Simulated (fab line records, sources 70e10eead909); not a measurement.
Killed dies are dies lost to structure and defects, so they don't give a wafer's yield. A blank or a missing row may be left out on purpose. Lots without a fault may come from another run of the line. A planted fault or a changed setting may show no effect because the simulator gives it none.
Chamber matching | flow nand_harc | NHARC_A_BLC_CMP_25 on cmp-02: 4 sister chambers
The step polishes, t overpolish 30 s, target thk 150 nm. 4 wafers are shown with their chamber, then 8 later ones without.

WAFERS WITH THEIR CHAMBER
wafer  | chamber | motor_current_A (A)
L554.2 | 3       | 14.1
L559.4 | 1       | 13.1
L559.6 | 0       | 11.9
L558.3 | 2       | 11.7

WAFERS WITHOUT THEIR CHAMBER
wafer  | motor_current_A (A)
L558.4 | 13.5
L558.5 | 12.4
L567.1 | 12.3
L567.2 | 11.8
L567.4 | 14.5
L569.2 | 11.5
L569.3 | 11.9
L569.4 | 12.3

WHICH CHAMBER EACH WENT THROUGH
wafer  | from the rows above          | in truth
L558.4 | can't be placed: 1 or 3      | 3
L558.5 | can't be placed: 0 or 1 or 2 | 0
L567.1 | can't be placed: 0 or 2 or 1 | 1
L567.2 | can't be placed: 0 or 2      | 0
L567.4 | 3                            | 3
L569.2 | can't be placed: 2 or 0      | 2
L569.3 | can't be placed: 0 or 2      | 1
L569.4 | can't be placed: 0 or 2 or 1 | 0
Placed correctly: 1 of 8. Can't be placed from these rows: 7 (the true chamber is among the candidates in 6). Placed wrongly: 0.
How it was worked out, from the rows above alone: a wafer's distance from a chamber is the root of the sum, over the readings, of the square of ((its reading less the chamber's mean) divided by the reading's scatter). The wafer belongs to the nearest chamber; if the next one is less than 2 further off, it can't be placed. A chamber's mean is the mean of its shown wafers. The scatter: with one shown wafer a chamber, the root of the mean of the squares of how far each hidden wafer lies from its nearest shown one.
